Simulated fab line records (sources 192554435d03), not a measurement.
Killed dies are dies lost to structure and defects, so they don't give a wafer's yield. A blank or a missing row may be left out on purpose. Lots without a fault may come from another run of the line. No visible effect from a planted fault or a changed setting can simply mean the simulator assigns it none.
Matching of chambers | flow n5_finfet | ald_metal-04 running N5_HKMG_FIN_PWFM_ALD_03: 4 sister chambers
The step deposits TiN, target thk 2 nm, pulse time 1 s, purge time 3 s. 8 wafers are shown with their chamber, then 9 later ones without.

== WAFERS PAIRED WITH THEIR CHAMBERS ==
wafer  | chamber | heater_power_outer_w (W) | heater_power_w (W)
L086.2 | 1       | 592                      | 980
L088.2 | 2       | 554                      | 901
L089.1 | 1       | 592                      | 966
L089.2 | 3       | 468                      | 788
L089.4 | 0       | 537                      | 883
L091.1 | 3       | 454                      | 781
L091.2 | 0       | 536                      | 906
L091.4 | 2       | 556                      | 884

== WAFERS MISSING THEIR CHAMBER ==
wafer  | heater_power_outer_w (W) | heater_power_w (W)
L092.2 | 541                      | 917
L092.3 | 593                      | 977
L092.5 | 461                      | 792
L093.2 | 553                      | 889
L093.4 | 529                      | 895
L093.6 | 541                      | 870
L094.3 | 600                      | 968
L094.4 | 548                      | 905
L094.5 | 585                      | 1010

== THE CHAMBER EACH PASSED THROUGH ==
wafer  | from the rows above     | in truth
L092.2 | can't be placed: 0 or 2 | 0
L092.3 | 1                       | 1
L092.5 | 3                       | 3
L093.2 | 2                       | 2
L093.4 | 0                       | 0
L093.6 | can't be placed: 0 or 2 | 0
L094.3 | 1                       | 1
L094.4 | can't be placed: 2 or 0 | 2
L094.5 | 1                       | 1
Correct placement for 6 of the 9. From these rows, 3 cannot be placed; in 3 the true chamber is one of the candidates. Placed wrongly: 0.
How it was worked out, from the rows above alone: a wafer's distance from a chamber is the root of the sum, over the readings, of the square of ((its reading less the chamber's mean) divided by the reading's scatter). The wafer belongs to the nearest chamber; if the next one is less than 2 further off, it can't be placed. The mean given for a chamber averages the wafers shown for that chamber. The scatter is the square root of a quotient: the sum, over the shown wafers, of each reading's squared deviation from its chamber's mean, divided by wafers minus chambers.
